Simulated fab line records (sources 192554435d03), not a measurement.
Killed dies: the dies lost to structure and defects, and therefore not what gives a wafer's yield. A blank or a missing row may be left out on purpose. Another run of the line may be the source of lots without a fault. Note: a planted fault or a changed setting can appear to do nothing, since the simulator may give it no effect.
fab line records	flow n5Finfet
[record] lots = 9	wafers = 27	lastDay = 18
route steps=1938 shown BEOL_M2@866 BEOL_M4@1111 PASSIVATION@1936
lots that met no fault: taken from a fault-free run of the same line
startH: hours from the record's first day to the start of the lot's first wafer shown	waitH: how many hours have passed since the lot's step before this one	" repeats the value in the row above	L1.1+2: a single row standing in for several wafers	- value missing, or start not given	* or withheld: withheld	< > ~ a bound
route shown NAME@n: names a module that has steps shown in the file, with the first one's number in the route	usual: average and standard deviation across the fault-free wafers	same: alike in all rows	chamber/n: place in a boat	sites: the reading at each site	_std_site: standard deviation of those values	_edge_site: inner sites' mean taken away from outer sites' mean	radiusMm: for every site, how far away it sits from the centre of the wafer	mask NAME#n: copy n	behind: the last tool/chamber to shape the wafer	hold: the reason the lot was held/the length of the hold in hours/how it ended	device: the n, p or np transistor that did not switch	end of line: the route-end tests of the same wafers	a step without rows: its recipe alone	killed: the dies lost at the first sort to structure and to defects; this is not the yield of the wafer	map: the dies of a wafer, with x for killed, . for not killed, _ for no die there
set.NAME: the setting that was run; set.NAME@STEP: the one run at that earlier step	model.NAME: the simulator's own value behind a step, which no gauge read
the route's steps for a sample of lots (tables are steps, rows are wafers)
services: when a tool's chamber went out of use (startH, in hours from the record's first day, below 0 if earlier), for how many hours, and the reason
[[steps]]
[step N5_BEOL_M2_CD_MEAS_18]
[recipe] pitchNm = 36	targetCdNm = 18
[usual] cdNm = 18.0/0.35
lot.wafer	tool	chamber	startH	waitH	cdNm
L904.1	cdSem-02	-	158.99	0.0	17.5
L904.3	"	-	"	"	18.0
L904.5	"	-	"	"	17.3
L906.1	cdSem-01	-	167.10	0.0	17.9
L906.3	"	-	"	"	17.7
L906.4	"	-	"	"	18.5
L909.1	cdSem-01	-	190.91	0.0	18.4
L909.5	"	-	"	"	18.4
L909.6	"	-	"	"	17.4
L910.3	cdSem-03	-	200.36	0.1	17.7
L910.4	"	-	"	"	17.6
L910.5	"	-	"	"	18.1
L912.1	cdSem-02	-	207.97	0.0	18.4
L912.2	"	-	"	"	17.9
L912.5	"	-	"	"	18.3
L913.3	cdSem-01	-	212.47	0.1	17.9
L913.4	"	-	"	"	17.8
L913.6	"	-	"	"	18.4
L915.1	cdSem-02	-	227.36	0.0	18.2
L915.2	"	-	"	"	18.1
L915.4	"	-	"	"	17.9
L920.1	cdSem-01	-	247.85	0.0	18.0
L920.4	"	-	"	"	18.0
L920.6	"	-	"	"	17.8
L923.1	cdSem-02	-	274.99	0.0	18.4
L923.2	"	-	"	"	18.7
L923.6	"	-	"	"	18.4
[step N5_BEOL_M2_TRENCH_ETCH_37]
[recipe] chemistry = C4F6/O2	targetDepthA = 555.55	target = SiOC	timeS = 29.2	ionEnergyEv = 250	pressureMtorr = 30	sourceW = 355	biasW = 185	Ar_flow_sccm = 300	C4F6_flow_sccm = 10	O2_flow_sccm = 10
[usual] drypumpMotorCurrentA = 5.8/0.49	oesProductAu = 0.85/0.09	rfVppV = 661/10	runLengthS = 52.6/0.34	showerheadPlenumPTorr = 2.88/0.07	throttleValvePct = 20.85/0.2
lot.wafer	tool	chamber	startH	waitH	drypumpMotorCurrentA	oesProductAu	rfHoursCounterH	rfVppV	runLengthS	showerheadPlenumPTorr	throttleValvePct
L904.1	rieDiel-01	2	161.20	-	5.3	0.71	230	645	52.3	2.81	21.09
L904.3	"	0	"	"	6.7	0.69	248	654	52.2	2.92	21.08
L904.5	"	1	"	"	6.4	0.88	-	670	52.5	2.89	20.52
L906.1	rieDiel-01	2	171.98	-	5.3	0.70	234	644	52.4	2.81	21.09
L906.3	"	3	"	"	5.5	0.70	219	660	52.7	2.82	21.00
L906.4	"	3	"	"	5.5	0.70	-	660	52.4	2.82	21.00
L909.1	rieDiel-01	2	193.02	-	5.3	0.69	244	645	53.1	2.81	21.11
L909.5	"	0	"	"	6.7	0.96	-	651	52.4	2.91	20.65
L909.6	"	1	"	"	6.4	0.84	-	669	52.5	2.88	20.53
L910.3	rieDiel-06	1	202.68	-	6.0	0.87	45	668	52.9	3.03	20.72
L910.4	"	0	"	"	5.1	0.77	-	680	52.8	2.98	21.00
L910.5	"	1	"	"	6.1	0.87	-	669	52.6	3.03	20.71
L912.1	rieDiel-01	3	210.89	-	5.5	0.68	236	661	55.9	2.81	21.01
L912.2	"	0	"	"	6.7	0.93	9	653	55.2	2.91	20.66
L912.5	"	0	"	"	6.7	0.94	-	653	55.3	2.91	20.64
L913.3	rieDiel-01	3	214.59	-	5.4	0.68	238	660	55.8	2.81	21.01
L913.4	"	1	"	"	6.4	0.83	-	669	56.2	2.88	20.54
L913.6	"	3	"	"	5.5	0.68	-	660	55.8	2.81	21.02
L915.1	rieDiel-01	1	229.02	-	6.4	0.83	89	669	55.9	2.88	20.56
L915.2	"	0	"	"	6.7	0.92	17	653	55.9	2.91	20.66
L915.4	"	2	"	"	5.3	0.98	1	644	56.1	2.80	20.72
L920.1	rieDiel-06	1	257.63	-	6.1	0.85	64	667	52.9	3.03	20.76
L920.4	"	2	"	"	5.6	0.93	17	670	52.5	2.92	20.78
L920.6	"	0	"	"	5.1	0.76	-	680	52.7	2.97	21.03
L923.1	rieDiel-03	3	279.73	-	5.8	0.91	39	649	52.5	2.77	20.43
L923.2	"	2	"	"	5.3	0.84	61	659	52.7	2.89	20.91
L923.6	"	2	"	"	5.3	0.83	-	658	52.6	2.89	20.92
[step N5_BEOL_M2_OCD_MEAS_38]
[usual] trenchDepthNm = 55.6/1
lot.wafer	tool	chamber	startH	waitH	trenchDepthNm
L904.1	ocd-02	-	161.35	-	55.6
L904.3	"	-	"	"	54.9
L904.5	"	-	"	"	57.1
L906.1	ocd-02	-	172.13	-	54.7
L906.3	"	-	"	"	55.4
L906.4	"	-	"	"	54.8
L909.1	ocd-02	-	193.18	-	54.7
L909.5	"	-	"	"	55.2
L909.6	"	-	"	"	55.4
L910.3	ocd-02	-	202.83	-	56.1
L910.4	"	-	"	"	53.5
L910.5	"	-	"	"	56.0
L912.1	ocd-01	-	211.04	-	61.3
L912.2	"	-	"	"	62.7
L912.5	"	-	"	"	62.7
L913.3	ocd-01	-	214.75	-	60.8
L913.4	"	-	"	"	61.5
L913.6	"	-	"	"	61.1
L915.1	ocd-02	-	229.17	-	62.7
L915.2	"	-	"	"	63.1
L915.4	"	-	"	"	64.0
L920.1	ocd-02	-	257.78	-	56.7
L920.4	"	-	"	"	55.6
L920.6	"	-	"	"	54.8
L923.1	ocd-02	-	279.89	-	58.0
L923.2	"	-	"	"	55.1
L923.6	"	-	"	"	54.8
[step N5_BEOL_M2_PRE_CLEAN_45]
[recipe] gas = H2/He	timeS = 30	tempC = 250
[usual] heaterPowerW = 334/26
lot.wafer	tool	chamber	startH	waitH	heaterPowerW
L904.1	pvdSputter-01	-	161.70	0.0	290
L904.3	"	-	"	"	312
L904.5	"	-	"	"	315
L906.1	pvdSputter-03	-	172.76	0.0	321
L906.3	"	-	"	"	314
L906.4	"	-	"	"	344
L909.1	pvdSputter-02	-	193.82	0.0	372
L909.5	"	-	"	"	369
L909.6	"	-	"	"	334
L910.3	pvdSputter-03	-	203.22	0.0	352
L910.4	"	-	"	"	318
L910.5	"	-	"	"	351
L912.1	pvdSputter-03	-	211.73	0.0	309
L912.2	"	-	"	"	351
L912.5	"	-	"	"	311
L913.3	pvdSputter-02	-	215.48	0.0	370
L913.4	"	-	"	"	339
L913.6	"	-	"	"	330
L915.1	pvdSputter-01	-	229.78	0.0	295
L915.2	"	-	"	"	361
L915.4	"	-	"	"	386
L920.1	pvdSputter-02	-	258.27	0.0	326
L920.4	"	-	"	"	313
L920.6	"	-	"	"	329
L923.1	pvdSputter-01	-	280.46	0.0	394
L923.2	"	-	"	"	297
L923.6	"	-	"	"	358
[step N5_BEOL_M2_ALD_84]
[recipe] material = TaN	targetThkA = *	tempC = 275	aldPrecursorFamily = PDMAT	aldCoReactant = NH3	pressureTorr = 3	carrierFlowSccm = 1500	pulseTimeS = 2	purgeTimeS = 3	coReactantPurgeTimeS = 2	coReactantPulseTimeS = 3	aldCycles = 30	precursorVesselTempC = 75	precursorVesselPressureTorr = 26.25	precursorVesselCarrierSccm = 1000
[usual] heaterPowerW = 410/37
lot.wafer	tool	chamber	startH	waitH	heaterPowerW
L904.1	aldMetal-03	3	161.76	0.0	372
L904.3	"	1	"	"	499
L904.5	"	3	"	"	399
L906.1	aldMetal-02	3	172.84	0.1	398
L906.3	"	2	"	"	432
L906.4	"	1	"	"	381
L909.1	aldMetal-01	3	193.89	0.0	464
L909.5	"	2	"	"	397
L909.6	"	3	"	"	457
L910.3	aldMetal-01	1	203.28	0.0	418
L910.4	"	2	"	"	391
L910.5	"	3	"	"	463
L912.1	aldMetal-01	1	211.81	0.1	423
L912.2	"	0	"	"	374
L912.5	"	1	"	"	432
L913.3	aldMetal-01	2	215.54	0.0	399
L913.4	"	1	"	"	415
L913.6	"	3	"	"	455
L915.1	aldMetal-03	2	229.86	0.1	343
L915.2	"	3	"	"	395
L915.4	"	0	"	"	412
L920.1	aldMetal-01	2	258.36	0.1	396
L920.4	"	1	"	"	432
L920.6	"	1	"	"	421
L923.1	aldMetal-02	2	280.52	0.0	425
L923.2	"	1	"	"	377
L923.6	"	2	"	"	433
[step N5_BEOL_M2_RS_MEAS_58]
[recipe] thkMeasGauge = four-point-probe	reads = Co_of_BEOL_M2_CO_CAP_55+Cu_of_BEOL_M2_ECD_50+Co_of_BEOL_M2_CVD_47+TaN_of_BEOL_M2_ALD_84
[usual] M2_RS = 0.68/0.036
lot.wafer	tool	chamber	startH	waitH	M2_RS[ohm/sq]
L904.1	filmMetro-01	-	165.05	0.0	0.67
L904.3	"	-	"	"	0.67
L904.5	"	-	"	"	0.64
L906.1	filmMetro-02	-	176.37	0.0	0.68
L906.3	"	-	"	"	0.69
L906.4	"	-	"	"	0.69
L909.1	filmMetro-01	-	197.23	0.0	0.70
L909.5	"	-	"	"	0.66
L909.6	"	-	"	"	0.67
L910.3	filmMetro-02	-	206.65	0.1	0.66
L910.4	"	-	"	"	0.71
L910.5	"	-	"	"	0.64
L912.1	filmMetro-02	-	215.29	0.1	0.57
L912.2	"	-	"	"	0.56
L912.5	"	-	"	"	0.54
L913.3	filmMetro-01	-	220.53	0.1	0.60
L913.4	"	-	"	"	0.60
L913.6	"	-	"	"	0.64
L915.1	filmMetro-01	-	233.38	0.1	0.55
L915.2	"	-	"	"	0.54
L915.4	"	-	"	"	0.52
L920.1	filmMetro-01	-	262.37	0.0	0.64
L920.4	"	-	"	"	0.64
L920.6	"	-	"	"	0.73
L923.1	filmMetro-02	-	284.10	0.0	0.61
L923.2	"	-	"	"	0.70
L923.6	"	-	"	"	0.70
[step N5_BEOL_M4_RC_MEAS_101]
[usual] DIBL_N = 36.0/1.7	DIBL_P = 36.0/2	IOFF_N = 0.156/0.028	IOFF_P = 0.21/0.04	ION_N = 673/12	ION_P = 463/8.3	SS_N = 71.4/0.6	SS_P = 73.3/0.66	VT_N = 250/3	VT_P = -250/3.8
lot.wafer	tool	chamber	startH	waitH	DIBL_N[mV/V]	DIBL_P[mV/V]	IOFF_N[nA/um]	IOFF_P[nA/um]	ION_N[uA/um]	ION_P[uA/um]	SS_N[mV/dec]	SS_P[mV/dec]	VT_N[mV]	VT_P[mV]
L904.1	prober-01	0	181.50	0.0	36.4	39.0	0.167	0.26	684	469	72.0	73.6	249	-245
L904.3	"	0	"	"	35.6	36.4	0.153	0.22	667	466	71.8	72.4	253	-247
L904.5	"	0	"	"	35.0	36.8	0.141	0.21	660	462	70.9	73.0	251	-249
L906.1	prober-02	0	203.34	0.0	39.3	39.6	0.205	0.27	676	471	72.0	75.0	248	-247
L906.3	"	0	"	"	36.9	36.2	0.154	0.21	662	456	71.2	74.1	254	-253
L906.4	"	0	"	"	38.1	36.6	0.160	0.21	662	455	71.5	74.0	254	-254
L909.1	prober-02	0	216.26	0.0	37.0	36.3	0.172	0.20	684	466	72.0	73.8	248	-253
L909.5	"	0	"	"	36.4	35.2	0.160	0.18	684	468	71.0	73.5	248	-253
L909.6	"	0	"	"	36.6	36.0	0.163	0.19	682	461	71.5	73.7	251	-253
L910.3	prober-02	0	227.16	0.3	32.3	32.4	0.112	0.19	658	462	70.2	72.7	254	-249
L910.4	"	0	"	"	34.6	35.4	0.156	0.23	682	467	71.0	73.5	250	-247
L910.5	"	0	"	"	34.7	35.3	0.142	0.22	660	459	71.6	73.2	252	-247
L912.1	prober-02	0	238.77	0.0	35.4	35.4	0.164	0.24	678	467	71.0	72.4	247	-245
L912.2	"	0	"	"	33.6	34.7	0.139	0.24	672	475	70.8	72.7	248	-247
L912.5	"	0	"	"	35.8	36.8	0.188	0.27	695	480	71.8	73.9	246	-244
L913.3	prober-01	0	243.23	0.3	36.4	37.7	0.171	0.28	694	481	71.3	73.8	248	-240
L913.4	"	0	"	"	34.0	35.3	0.133	0.25	680	485	70.9	73.3	249	-242
L913.6	"	0	"	"	35.7	37.6	0.155	0.28	688	480	71.4	74.7	248	-244
L915.1	prober-02	0	254.02	0.0	38.0	39.3	0.202	0.22	691	464	72.0	74.4	245	-251
L915.2	"	0	"	"	36.2	36.8	0.174	0.20	681	459	71.3	73.9	248	-252
L915.4	"	0	"	"	33.9	34.6	0.133	0.16	667	458	70.4	73.5	251	-256
L920.1	prober-01	0	300.79	0.0	38.1	38.5	0.208	0.24	692	468	71.7	73.9	247	-249
L920.4	"	0	"	"	37.2	36.4	0.179	0.20	673	455	71.9	73.5	249	-254
L920.6	"	0	"	"	38.8	38.3	0.202	0.25	686	466	72.1	74.6	246	-250
L923.1	prober-02	0	312.58	0.0	36.8	37.8	0.184	0.23	694	471	71.0	73.2	246	-249
L923.2	"	0	"	"	36.1	37.0	0.167	0.21	684	464	71.1	72.9	248	-251
L923.6	"	0	"	"	36.3	36.7	0.166	0.21	680	459	71.8	73.4	247	-253
[step N5_PASSIVATION_PROBE_49]
[usual] defectLimitedYield = 91.6/1.6	killed_at_M0_to_M3 = 31/10	killed_at_M4_up = 14/6.3	killedAtContacts = 12/6.1	killedAtFrontEnd = 39/12	killedAtOther = 3.7/2.8	killedDies = 100/19	killedOpen = 66/14	killedShort = 33/8.1	sort_bin_5_function = 5.0/1.1	sort_bin_6_memory = 3.2/0.66	sortNPass = 1080/18	sortYieldPct = 91.6/1.6
[same] grossDies = 1180	killedAtBackSide = 0	sort_bin_4_leakage[%] = 0	sort_bin_8_speed[%] = 0
lot.wafer	tool	chamber	startH	waitH	defectLimitedYield[%]	killed_at_M0_to_M3	killed_at_M4_up	killedAtContacts	killedAtFrontEnd	killedAtOther	killedDies	killedOpen	killedShort	sort_bin_5_function[%]	sort_bin_6_memory[%]	sortNPass	sortYieldPct[%]
L904.1	prober-02	-	286.20	0.0	93.2	27	6	17	29	1	80	54	26	4.1	2.5	1100	93.2
L904.3	prober-02	-	286.30	0.1	93.6	14	9	22	30	1	76	55	20	3.7	2.5	1104	93.6
L904.5	prober-02	-	286.40	0.2	92.2	29	6	17	38	2	92	57	34	4.2	3.4	1088	92.2
L906.1	prober-02	-	304.53	0.0	91.4	38	17	2	39	6	102	71	30	5.0	3.2	1078	91.4
L906.3	prober-02	-	304.63	0.1	93.2	22	7	3	47	1	80	53	27	4.1	2.4	1100	93.2
L906.4	prober-02	-	304.68	0.2	91.2	38	10	20	34	2	104	65	38	5.3	3.4	1076	91.2
L910.3	prober-01	-	331.12	0.1	89.7	48	12	8	51	3	122	83	36	6.7	3.2	1058	89.7
L910.4	prober-01	-	331.17	0.2	91.7	33	12	11	37	5	98	50	44	5.5	2.5	1082	91.7
L910.5	prober-01	-	331.22	0.2	91.1	43	20	13	28	1	105	58	45	5.7	2.7	1075	91.1
L909.1	prober-02	-	334.33	0.0	89.7	32	25	8	52	5	122	79	38	6.2	3.5	1058	89.7
L909.5	prober-02	-	334.53	0.2	91.6	21	18	8	50	2	99	69	30	4.7	3.6	1081	91.6
L909.6	prober-02	-	334.58	0.3	89.7	29	23	11	53	5	121	82	34	6.6	3.3	1059	89.7
L912.1	prober-02	-	339.01	0.0	91.2	27	16	7	52	2	104	59	45	5.3	3.1	1076	91.2
L912.2	prober-02	-	339.06	0.1	87.6	47	24	23	44	8	146	95	50	6.9	4.7	1034	87.6
L912.5	prober-02	-	339.21	0.2	91.5	20	19	6	52	3	100	67	32	4.4	3.9	1080	91.5
L913.3	prober-02	-	347.85	0.1	93.7	31	5	4	32	2	74	43	31	3.6	2.3	1106	93.7
L913.4	prober-02	-	347.90	0.2	93.1	36	12	2	27	5	82	53	25	4.0	2.3	1098	93.1
L913.6	prober-02	-	348.00	0.3	89.6	46	15	16	43	3	123	82	39	6.4	3.9	1057	89.6
L920.1	prober-02	-	404.40	0.0	92.7	21	18	4	39	4	86	60	25	4.7	2.4	1094	92.7
L920.4	prober-02	-	404.55	0.2	92.6	23	22	6	34	2	87	56	29	4.2	2.9	1093	92.6
L920.6	prober-02	-	404.65	0.3	93.0	25	17	13	27	1	83	51	32	4.6	2.2	1097	93.0
// killed by level:class
L904.1 MOL_CONTACT_COAG:geometricParticle:open=12 FIN_SAQP:geometricParticle:short=9 STI_FIN_REVEAL:geometricParticle:open=6 BEOL_M0:geometricParticle:open=6 FIN_SAQP:geometricParticle:open=5 MOL_CONTACT_COAG:geometricParticle:short=5 BEOL_M0_SAQP:geometricParticle:open=5 BEOL_M2:geometricParticle:open=5
L904.3 MOL_CONTACT_COAG:geometricParticle:open=17 STI_FIN_REVEAL:geometricParticle:open=9 BEOL_M4:geometricParticle:open=6 BEOL_M0_SAQP:geometricParticle:open=5 FIN_SAQP:geometricParticle:open=4 MOL_CONTACT_COAG:geometricParticle:short=4 BEOL_M0_SAQP:geometricParticle:short=4 FIN_SAQP:geometricParticle:short=3
L904.5 MOL_CONTACT_COAG:geometricParticle:open=15 BEOL_M0_SAQP:geometricParticle:open=9 BEOL_M0_SAQP:geometricParticle:short=9 STI_FIN_REVEAL:geometricParticle:open=8 FIN_SAQP:geometricParticle:open=5 BEOL_M3:geometricParticle:open=5 FIN_SAQP:geometricParticle:short=4 FIN_CUT:geometricParticle:short=4
L906.1 FIN_SAQP:geometricParticle:open=13 BEOL_M1:geometricParticle:open=11 BEOL_M0_SAQP:geometricParticle:short=8 BEOL_M0_SAQP:geometricParticle:open=8 FIN_SAQP:geometricParticle:short=7 STI_FIN_REVEAL:geometricParticle:open=6 BEOL_M3:geometricParticle:open=5 BEOL_M5:geometricParticle:open=5
L906.3 FIN_SAQP:geometricParticle:open=19 FIN_SAQP:geometricParticle:short=8 BEOL_M0_SAQP:geometricParticle:open=8 DUMMY_GATE:geometricParticle:open=5 BEOL_M4:geometricParticle:open=5 GATE_CUT:geometricParticle:short=4 BEOL_M0_SAQP:geometricParticle:short=4 BEOL_M3:geometricParticle:open=3
L906.4 MOL_CONTACT_COAG:geometricParticle:open=16 BEOL_M1:geometricParticle:open=12 BEOL_M0_SAQP:geometricParticle:open=9 FIN_SAQP:geometricParticle:short=8 BEOL_M0_SAQP:geometricParticle:short=7 BEOL_M5:geometricParticle:open=5 FIN_SAQP:geometricParticle:open=4 STI_FIN_REVEAL:geometricParticle:open=4
L910.3 BEOL_M0_SAQP:geometricParticle:open=15 FIN_SAQP:geometricParticle:short=13 BEOL_M3:geometricParticle:open=11 FIN_SAQP:geometricParticle:open=10 BEOL_M0_SAQP:geometricParticle:short=10 STI_FIN_REVEAL:geometricParticle:open=9 BEOL_M2:geometricParticle:open=8 MOL_CONTACT_COAG:geometricParticle:open=7
L910.4 FIN_SAQP:geometricParticle:short=12 BEOL_M0_SAQP:geometricParticle:short=12 FIN_SAQP:geometricParticle:open=8 MOL_CONTACT_COAG:geometricParticle:open=8 BEOL_M0_SAQP:geometricParticle:open=6 BEOL_M3:geometricParticle:open=4 STI_FIN_REVEAL:geometricParticle:open=3 DUMMY_GATE:geometricParticle:open=3
L910.5 BEOL_M0_SAQP:geometricParticle:short=17 MOL_CONTACT_COAG:geometricParticle:open=10 GATE_CUT:geometricParticle:short=8 BEOL_M0_SAQP:geometricParticle:open=7 BEOL_M3:geometricParticle:open=6 BEOL_M4:geometricParticle:open=6 STI_FIN_REVEAL:geometricParticle:open=5 BEOL_M1:geometricParticle:open=5
L909.1 FIN_SAQP:geometricParticle:open=20 BEOL_M4:geometricParticle:open=11 BEOL_M0_SAQP:geometricParticle:open=10 MOL_CONTACT_COAG:geometricParticle:open=7 STARTING-WAFER:geometricParticle:short=7 BEOL_M0_SAQP:geometricParticle:short=6 FIN_SAQP:geometricParticle:short=5 BEOL_M3:geometricParticle:open=5
L909.5 STI_FIN_REVEAL:geometricParticle:open=16 BEOL_M4:geometricParticle:open=12 BEOL_M2:geometricParticle:open=10 FIN_SAQP:geometricParticle:open=9 MOL_CONTACT_COAG:geometricParticle:open=7 STI_FIN_REVEAL:geometricParticle:short=4 GATE_CUT:geometricParticle:short=4 BEOL_M2:geometricParticle:short=4
L909.6 FIN_SAQP:geometricParticle:open=17 MOL_CONTACT_COAG:geometricParticle:open=10 BEOL_M4:geometricParticle:open=9 FIN_SAQP:geometricParticle:short=7 DUMMY_GATE:geometricParticle:open=7 BEOL_M0_SAQP:geometricParticle:short=5 BEOL_M2:geometricParticle:open=5 BEOL_M3:geometricParticle:open=5
L912.1 GATE_CUT:geometricParticle:short=13 FIN_SAQP:geometricParticle:open=10 FIN_SAQP:geometricParticle:short=8 BEOL_M3:geometricParticle:open=8 MOL_CONTACT_COAG:geometricParticle:open=7 BEOL_M0_SAQP:geometricParticle:short=7 BEOL_M5:geometricParticle:open=7 STARTING-WAFER:geometricParticle:short=6
L912.2 MOL_CONTACT_COAG:geometricParticle:open=18 FIN_SAQP:geometricParticle:open=13 FIN_SAQP:geometricParticle:short=11 BEOL_M0_SAQP:geometricParticle:short=11 BEOL_M2:geometricParticle:open=8 BEOL_M3:geometricParticle:open=8 GATE_CUT:geometricParticle:short=7 BEOL_M0_SAQP:geometricParticle:open=7
L912.5 FIN_SAQP:geometricParticle:open=11 STI_FIN_REVEAL:geometricParticle:open=9 FIN_SAQP:geometricParticle:short=8 BEOL_M3:geometricParticle:open=7 GATE_CUT:geometricParticle:open=6 GATE_CUT:geometricParticle:short=6 MOL_CONTACT_COAG:geometricParticle:open=6 BEOL_M7:geometricParticle:open=4
L913.3 FIN_SAQP:geometricParticle:open=13 BEOL_M2:geometricParticle:open=10 BEOL_M0_SAQP:geometricParticle:short=7 BEOL_M0_SAQP:geometricParticle:open=5 BEOL_M3:geometricParticle:short=4 SDB:geometricParticle:short=3 FIN_SAQP:geometricParticle:short=3 GATE_CUT:geometricParticle:short=3
L913.4 BEOL_M1:geometricParticle:open=9 FIN_SAQP:geometricParticle:open=7 BEOL_M0_SAQP:geometricParticle:short=7 BEOL_M3:geometricParticle:open=7 GATE_CUT:geometricParticle:short=5 BEOL_M0_SAQP:geometricParticle:open=5 BEOL_M4:geometricParticle:open=5 STI_FIN_REVEAL:geometricParticle:open=4
L913.6 MOL_CONTACT_COAG:geometricParticle:open=14 FIN_SAQP:geometricParticle:open=10 BEOL_M0_SAQP:geometricParticle:short=10 BEOL_M0_SAQP:geometricParticle:open=9 BEOL_M1:geometricParticle:open=9 BEOL_M3:geometricParticle:open=8 STARTING-WAFER:geometricParticle:open=6 BEOL_M4:geometricParticle:open=5
L920.1 FIN_SAQP:geometricParticle:open=8 BEOL_M1:geometricParticle:open=8 BEOL_M5:geometricParticle:open=7 FIN_SAQP:geometricParticle:short=5 GATE_CUT:geometricParticle:open=5 BEOL_M4:geometricParticle:open=5 MOL_CONTACT_COAG:geometricParticle:open=4 STARTING-WAFER:geometricParticle:open=4
L920.4 BEOL_M4:geometricParticle:open=10 FIN_SAQP:geometricParticle:open=8 BEOL_M5:geometricParticle:open=7 BEOL_M0_SAQP:geometricParticle:short=7 MOL_CONTACT_COAG:geometricParticle:open=6 BEOL_M1:geometricParticle:open=5 FIN_CUT:geometricParticle:short=4 STI_FIN_REVEAL:geometricParticle:open=4
L920.6 MOL_CONTACT_COAG:geometricParticle:open=10 BEOL_M0_SAQP:geometricParticle:short=7 BEOL_M1:geometricParticle:open=7 FIN_SAQP:geometricParticle:short=6 FIN_SAQP:geometricParticle:open=6 BEOL_M4:geometricParticle:open=6 BEOL_M5:geometricParticle:open=4 STI_FIN_REVEAL:geometricParticle:short=3
[[services]]
tool	chamber	startH	hours	kind
rieDiel-06	-	139.31	0.5	repair
aldMetal-03	1	149.61	10.4	repair
aldMetal-03	2	151.85	23.3	repair
rieDiel-06	3	155.87	5.8	repair
aldMetal-01	-	164.03	1.2	pm
rieDiel-01	0	167.59	-	clean
rieDiel-01	0	167.59	-	consumableReplace:focusRing
rieDiel-01	0	167.59	20.5	scheduledDown
rieDiel-01	0	167.59	20.5	ventCycle
aldMetal-03	1	176.30	19.3	repair
rieDiel-06	2	184.66	-	clean
rieDiel-06	2	184.66	-	consumableReplace:focusRing
rieDiel-06	2	184.66	21.6	scheduledDown
rieDiel-01	2	210.24	-	clean
rieDiel-01	2	210.24	-	consumableReplace:focusRing
rieDiel-01	2	210.24	15.4	scheduledDown
rieDiel-01	2	210.24	15.4	ventCycle
rieDiel-03	-	221.21	0.3	repair
aldMetal-03	3	233.96	4.1	repair
rieDiel-01	3	247.96	-	clean
rieDiel-01	3	247.96	-	consumableReplace:focusRing
rieDiel-01	3	247.96	16.2	scheduledDown
rieDiel-01	3	247.96	16.2	ventCycle
rieDiel-03	1	267.61	8.5	repair
[[key]]
[firstSign] step = N5_BEOL_M2_TRENCH_ETCH_37	reading = runLengthS	direction = up	sigmas = 9.4	usual = *	struck = *
[effect] step = N5_BEOL_M2_OCD_MEAS_38	reading = trenchDepthNm	direction = up	sigmas = 6.5	usual = 55.6	struck = 62.2
[effect] step = N5_BEOL_M2_RS_MEAS_58	reading = M2_RS	direction = down	sigmas = 3.1	usual = 0.68	struck = 0.57
metAt N5_BEOL_M2_TRENCH_ETCH_37
struckLots L912,L913,L915
notActingAt N5_BEOL_M2_CD_MEAS_18,N5_BEOL_M2_PRE_CLEAN_45,N5_BEOL_M2_ALD_84
onsetBetween 193.02 210.89
[earlierFault] kind = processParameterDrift	tool = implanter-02	chamber = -	onsetH = 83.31	steps = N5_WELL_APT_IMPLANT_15	channel = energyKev	offset = 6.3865	shape = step	actsIn = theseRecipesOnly	stated = 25
[earlierFault] kind = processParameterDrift	tool = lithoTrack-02	chamber = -	onsetH = 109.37	steps = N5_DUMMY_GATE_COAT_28	channel = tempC	offset = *	shape = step	actsIn = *	stated = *
[fault] kind = processParameterDrift	tool = rieDiel-01	chamber = -	onsetH = 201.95	steps = N5_BEOL_M2_TRENCH_ETCH_37	channel = timeS	offset = *	shape = step	actsIn = *	stated = *
